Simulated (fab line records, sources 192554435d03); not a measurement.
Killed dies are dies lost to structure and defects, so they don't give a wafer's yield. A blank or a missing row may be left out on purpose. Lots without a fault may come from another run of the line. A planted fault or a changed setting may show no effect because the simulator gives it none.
Which tool did it? | flow n5_finfet | 10 lots, 30 wafers sampled, at 6 steps of a route of 1938

WHAT THE GAUGES READ, wafer by wafer
N5_BEOL_M2_THK_MEAS_01. Usual: M2_ILD_THK 79.0 nm, standard deviation 1.1.
lot  | measured     | on            | M2_ILD_THK (nm) | flag
L233 | day 6 16:10  | film_metro-02 | 77.8 78.9 79.9  |
L234 | day 6 17:10  | film_metro-01 | 77.8 79.1 78.7  |
L241 | day 8 11:51  | film_metro-01 | 78.9 80.2 80.2  |
L244 | day 9 01:46  | film_metro-02 | 78.6 76.7 78.5  |
L247 | day 9 20:44  | film_metro-01 | 77.2 79.3 78.5  |
L248 | day 10 04:38 | film_metro-01 | 78.6 77.2 78.0  |
L249 | day 10 06:23 | film_metro-01 | 77.2 77.2 78.5  |
L251 | day 11 00:23 | film_metro-02 | 77.6 77.5 80.4  |
L254 | day 11 22:40 | film_metro-01 | 79.5 79.2 80.9  |
L255 | day 12 01:20 | film_metro-01 | 77.8 79.3 79.6  |

N5_BEOL_M2_OVL_MEAS_12. Usual: M2_OVL -0.2 nm, standard deviation 0.75.
lot  | measured     | on         | M2_OVL (nm)    | flag
L233 | day 6 17:19  | overlay-02 | 0.9 -0.5 0.5   |
L234 | day 6 18:08  | overlay-02 | 0.4 0.3 0.0    |
L241 | day 8 13:03  | overlay-02 | -0.2 0.2 0.3   |
L244 | day 9 03:25  | overlay-02 | 0.8 -0.1 1.2   |
L247 | day 9 22:07  | overlay-01 | -0.1 0.3 -0.7  |
L248 | day 10 06:29 | overlay-02 | -0.2 -0.6 0.1  |
L249 | day 10 11:34 | overlay-02 | 0.2 -0.3 -1.2  |
L251 | day 11 02:56 | overlay-01 | -1.4 -1.6 -1.5 |
L254 | day 12 01:08 | overlay-01 | 0.6 -0.6 -0.3  |
L255 | day 12 01:51 | overlay-01 | 0.7 0.1 -0.5   |

N5_BEOL_M2_INSPECT_13: inspects for defects (brightfield). Usual: raw_defect_count 444, standard deviation 110.
lot  | measured     | on                | raw_defect_count | flag
L233 | day 6 17:22  | defect_inspect-01 | 445 481 357      |
L234 | day 6 18:11  | defect_inspect-01 | 461 459 425      |
L241 | day 8 13:06  | defect_inspect-01 | 487 413 648      |
L244 | day 9 03:29  | defect_inspect-01 | 466 349 438      |
L247 | day 9 22:10  | defect_inspect-02 | 590 512 753      |
L248 | day 10 06:33 | defect_inspect-02 | 335 296 282      |
L249 | day 10 11:37 | defect_inspect-01 | 544 488 397      |
L251 | day 11 03:01 | defect_inspect-01 | 296 358 242      |
L254 | day 12 01:12 | defect_inspect-01 | 1440 1505 1343   | OFF
L255 | day 12 01:55 | defect_inspect-02 | 1389 1342 1271   | OFF

N5_BEOL_M4_RC_MEAS_101. Usual: DIBL_N 36.4 mV/V, standard deviation 1.7; DIBL_P 36.4 mV/V, standard deviation 2.1; IOFF_N 0.16 nA/um, standard deviation 0.035; IOFF_P 0.21 nA/um, standard deviation 0.035; ION_N 680 uA/um, standard deviation 11; ION_P 465 uA/um, standard deviation 6.8; SS_N 71.5 mV/dec, standard deviation 0.58; SS_P 73.2 mV/dec, standard deviation 0.72; VT_N 249 mV, standard deviation 3.6; VT_P -250 mV, standard deviation 3.1.
lot  | measured     | on        | DIBL_N (mV/V)  | DIBL_P (mV/V)  | IOFF_N (nA/um) | IOFF_P (nA/um) | ION_N (uA/um) | ION_P (uA/um) | SS_N (mV/dec)  | SS_P (mV/dec)  | VT_N (mV)   | VT_P (mV)      | flag
L233 | day 8 12:06  | prober-02 | 38.5 37.1 36.7 | 37.3 34.6 34.6 | 0.18 0.14 0.14 | 0.21 0.17 0.15 | 693 685 668   | 464 461 447   | 71.5 71.3 71.4 | 73.9 73.2 73.4 | 246 253 253 | -248 -254 -254 |
L234 | day 8 08:55  | prober-02 | 34.6 34.0 37.1 | 34.5 33.7 37.9 | 0.14 0.13 0.18 | 0.19 0.17 0.23 | 669 667 689   | 462 460 467   | 71.7 71.6 71.5 | 72.8 72.1 73.1 | 252 253 246 | -248 -253 -247 |
L241 | day 9 23:12  | prober-02 | 34.2 34.8 37.7 | 34.4 34.9 37.7 | 0.13 0.14 0.18 | 0.18 0.18 0.22 | 689 675 695   | 466 465 468   | 70.7 72.1 71.9 | 72.2 72.0 72.7 | 251 251 248 | -254 -253 -252 |
L244 | day 10 17:04 | prober-02 | 37.5 37.0 38.2 | 39.5 37.7 39.3 | 0.18 0.16 0.19 | 0.23 0.20 0.22 | 680 662 677   | 463 456 458   | 71.6 71.4 71.7 | 74.5 73.6 74.7 | 249 250 247 | -249 -251 -249 |
L247 | day 11 16:40 | prober-01 | 34.4 36.8 37.4 | 34.9 37.8 38.2 | 0.12 0.15 0.16 | 0.16 0.20 0.20 | 665 668 682   | 453 456 465   | 69.9 71.1 71.3 | 72.7 73.4 73.6 | 255 254 253 | -258 -252 -254 |
L248 | day 11 20:44 | prober-02 | 34.3 32.1 35.0 | 33.7 33.2 36.9 | 0.13 0.11 0.15 | 0.17 0.17 0.20 | 657 669 663   | 460 466 458   | 71.6 70.7 71.1 | 72.2 72.4 73.0 | 254 252 249 | -251 -253 -249 |
L249 | day 12 04:37 | prober-01 | 34.6 35.9 36.6 | 35.4 36.7 36.7 | 0.13 0.16 0.17 | 0.18 0.20 0.19 | 671 684 684   | 468 471 466   | 69.9 71.1 71.0 | 72.8 73.8 73.2 | 252 251 253 | -253 -252 -252 |
L251 | day 12 14:55 | prober-02 | 34.0 37.2 35.8 | 33.9 36.5 35.5 | 0.12 0.16 0.14 | 0.15 0.19 0.18 | 664 674 676   | 457 458 464   | 71.4 71.8 70.8 | 72.0 72.7 72.2 | 256 250 252 | -253 -252 -255 |
L254 | day 13 05:23 | prober-02 | 39.5 37.7 41.5 | 40.4 37.7 42.8 | 0.24 0.19 0.31 | 0.28 0.23 0.32 | 686 702 717   | 463 471 480   | 73.2 71.0 72.9 | 74.5 73.2 75.0 | 243 243 239 | -247 -249 -245 |
L255 | day 13 18:07 | prober-01 | 38.1 36.0 34.3 | 38.2 34.8 33.1 | 0.17 0.14 0.12 | 0.26 0.20 0.18 | 678 674 669   | 476 470 466   | 71.5 71.9 70.5 | 74.7 72.7 72.2 | 251 252 254 | -248 -250 -251 |

WHICH TOOL RAN EACH LOT (tool, then ch and the chambers of the sampled wafers, then the start)
lot  | N5_BEOL_M1_CO_CAP_55             | N5_BEOL_M2_ILD_DEP_00
L233 | cvd_co-01 ch 0,1,2, day 6 15:50  | pecvd-03 ch 0,2, day 6 16:05
L234 | cvd_co-01 ch 0,2, day 6 16:52    | pecvd-02 ch 0,1,2, day 6 17:07
L241 | cvd_co-02 ch 0,1, day 8 11:32    | pecvd-02 ch 0,2, day 8 11:47
L244 | cvd_co-01 ch 0,1,2, day 9 01:28  | pecvd-02 ch 0,1,2, day 9 01:43
L247 | cvd_co-02 ch 0,1,2, day 9 20:23  | pecvd-03 ch 0,2, day 9 20:40
L248 | cvd_co-02 ch 0,1,2, day 10 04:19 | pecvd-02 ch 0,1,2, day 10 04:34
L249 | cvd_co-02 ch 0,1, day 10 06:05   | pecvd-02 ch 0,2, day 10 06:19
L251 | cvd_co-01 ch 0,1,2, day 11 00:04 | pecvd-02 ch 0,1,2, day 11 00:19
L254 | cvd_co-02 ch 0,1, day 11 22:19   | pecvd-02 ch 0,1, day 11 22:36
L255 | cvd_co-02 ch 0,1, day 12 00:59   | pecvd-02 ch 1,2, day 12 01:16
- N5_BEOL_M1_CO_CAP_55: material Co, precursor CCTBA/H2, target thk 2 nm, time 102.1 s.
- N5_BEOL_M2_ILD_DEP_00: deposits SiOC from DEMS/O2, target thk 79 nm, time 15.3 s.

WHAT THE TOOLS THEMSELVES READ (means of the sampled wafers that have a number; where no wafer has one, the mark that the record gives instead)
N5_BEOL_M1_CO_CAP_55. Usual: chamber_pressure_Torr 30.00 Torr, standard deviation 0.066; heater_power_w 233 W, standard deviation 10.
lot  | tool      | chamber_pressure_Torr (Torr) | heater_power_w (W) | flag
L233 | cvd_co-01 | 29.98                        | 233                |
L234 | cvd_co-01 | 30.04                        | 240                |
L241 | cvd_co-02 | 29.93                        | 230                |
L244 | cvd_co-01 | 30.02                        | 235                |
L247 | cvd_co-02 | 30.07                        | 231                |
L248 | cvd_co-02 | 30.00                        | 232                |
L249 | cvd_co-02 | 30.04                        | 231                |
L251 | cvd_co-01 | 30.01                        | 235                |
L254 | cvd_co-02 | 29.96                        | 230                |
L255 | cvd_co-02 | 30.02                        | 232                |

N5_BEOL_M2_ILD_DEP_00. Usual: chamber_pressure_Torr 5.001 Torr, standard deviation 0.011; heater_power_w 476 W, standard deviation 62; showerhead_plenum_p_Torr 5.706 Torr, standard deviation 0.017; showerhead_vpp_V 1351 V, standard deviation 67; throttle_valve_pct 11.9 %, standard deviation 0.54.
lot  | tool     | chamber_pressure_Torr (Torr) | heater_power_w (W) | showerhead_plenum_p_Torr (Torr) | showerhead_vpp_V (V) | throttle_valve_pct (%) | flag
L233 | pecvd-03 | 4.988                        | 449                | 5.691                           | 1425                 | 11.4                   |
L234 | pecvd-02 | 5.001                        | 460                | 5.711                           | 1335                 | 11.9                   |
L241 | pecvd-02 | 4.996                        | 449                | 5.710                           | 1267                 | 11.6                   |
L244 | pecvd-02 | 4.999                        | 491                | 5.711                           | 1312                 | 11.9                   |
L247 | pecvd-03 | 5.008                        | 448                | 5.701                           | 1405                 | 12.0                   |
L248 | pecvd-02 | 4.999                        | 472                | 5.719                           | 1331                 | 11.9                   |
L249 | pecvd-02 | 4.990                        | 478                | 5.708                           | 1327                 | 12.0                   |
L251 | pecvd-02 | 5.007                        | 473                | 5.723                           | 1325                 | 11.9                   |
L254 | pecvd-02 | 4.988                        | 482                | 5.725                           | 1387                 | 12.3                   |
L255 | pecvd-02 | 4.996                        | 426                | 5.723                           | 1283                 | 11.5                   |

THE ANSWER, worked out from the rows above alone
Rule: a lot is off if the mean of its wafers that have a number lies more than 3 standard deviations from the usual mean. A lot without any number at a reading at which 4 lots or more have one is off too. The other lots that the step has rows for count as sound. The gauges are gone through in route order, then the tools' own readings, and for those a lot's mean is taken as printed above. The first step at which some lot is off is used, and at that step the reading that is off furthest; a lot without a number counts as furthest.
Off: L254, L255, at N5_BEOL_M2_INSPECT_13 (raw_defect_count).
A tool fits if, at a process step before that reading, it ran every lot that is off, and no sound lot after the first of them. The gauges at N5_BEOL_M2_INSPECT_13 are tried like those tools. Can't be told from this: 2 tools fit, cvd_co-02 at N5_BEOL_M1_CO_CAP_55, pecvd-02 at N5_BEOL_M2_ILD_DEP_00.

WHAT THE SIMULATOR HAD PUT IN
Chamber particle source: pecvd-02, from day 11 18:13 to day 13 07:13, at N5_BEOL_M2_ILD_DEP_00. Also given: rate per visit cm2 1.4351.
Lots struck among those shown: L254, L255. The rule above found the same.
